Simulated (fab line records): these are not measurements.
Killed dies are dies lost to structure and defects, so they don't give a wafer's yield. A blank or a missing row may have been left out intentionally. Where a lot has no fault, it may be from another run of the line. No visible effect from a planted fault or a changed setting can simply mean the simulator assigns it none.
8D (eight disciplines) problem report, filled in by code    flow nand harc    the parts of the form that need people (team, actions taken, sign-off) are left out

## 1. THE PROBLEM
Wafers without a fault read -0.1 nm, standard deviation 0.76; overlay x nm at NHARC_A_M0_OVL_MEAS_10 reads a mean of 8.7 nm on 9 wafers belonging to 3 lots. Measured from the usual mean, that is +12 standard deviations.
The step: pitch 160 nm.
Seen first at day 20 04:47 on overlay-01, wafer L956.1. At this step, 33 wafers from 11 lots have a number in the record. Rule for "out", or "out of limits": more than 4 standard deviations from the usual mean. All remaining wafers that have a number are taken as sound.

## 2. WHAT IT IS; WHAT IT IS NOT
question                     is                      is not
which readings at this step  overlay x nm            overlay y nm
which lots                   L956, L957, L959        L945, L946, L948, L958, L962, L964, L965, L968
which wafers of those lots   all that have a number  -
read on which gauges         overlay-01              overlay-02
when                         from day 20 04:47       up to then (9 sound wafers); but 15 sound wafers of L958, L962, L964, L965, L968 came after

## 3. WHAT RULES OUT EACH SUSPECT
Counting: any tool at a process step up to the reading is kept as a suspect provided that every lot that is out went through it and no sound lot did after the first of them.
- the gauge at NHARC_A_M0_OVL_MEAS_10: kept. All the wafers that are out were read on overlay-01, and no step on other tools shows them out.
- arfi scanner-03 at NHARC_A_M0_EXPOSE_06 (exposes mask A M0, target cd 80 nm): kept. It processed each lot that is out, first L956 at day 20 04:34, and no sound lot thereafter; up to then, the last sound lot it processed was L946 at day 18 02:12.
Remaining after the count are arfi scanner-03 at NHARC_A_M0_EXPOSE_06 and overlay-01 at NHARC_A_M0_OVL_MEAS_10.

## 4. THE CAUSE (what the simulator had put in)
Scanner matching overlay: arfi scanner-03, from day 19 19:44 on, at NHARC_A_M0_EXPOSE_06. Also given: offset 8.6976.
This tool is one of the 2 suspects left after counting.

## 5. THE EFFECT CHAIN, in route order
One row per reading whose mean, taken over the struck wafers that have a number, lies over 3 standard deviations from the usual. Readings are gone through only where the record gives a usual standard deviation; hours: the median, over the lots, of the time from a lot's start at the first step in this table giving one to that lot's start at this step; sigmas: the change measured in usual standard deviations.
hours  step                    reading       usual    on struck wafers  change  sigmas
0      NHARC_A_M0_OVL_MEAS_10  overlay x nm  -0.1 nm  8.7               +8.8    +12
At these later measuring or inspecting steps, every struck wafer for which the step has a row has a number for every such reading, and none has moved that far: NHARC_END_SORT_01.

## 6. HOW IT WOULD HAVE BEEN CAUGHT EARLIER
In this record the first reading out of limits at a measuring or inspecting step was taken at day 20 04:47, 9 hours after the fault began at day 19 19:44.
Tool readings at NHARC_A_M0_EXPOSE_06 with a usual standard deviation given in the record: none out on any struck wafer, hence no alarm at a limit of 4 standard deviations on them.
Among the 3 lots that are out, L957, L959 began NHARC_A_M0_EXPOSE_06 on arfi scanner-03 after day 20 04:47. A hold on the tool at that time would have spared those 2.
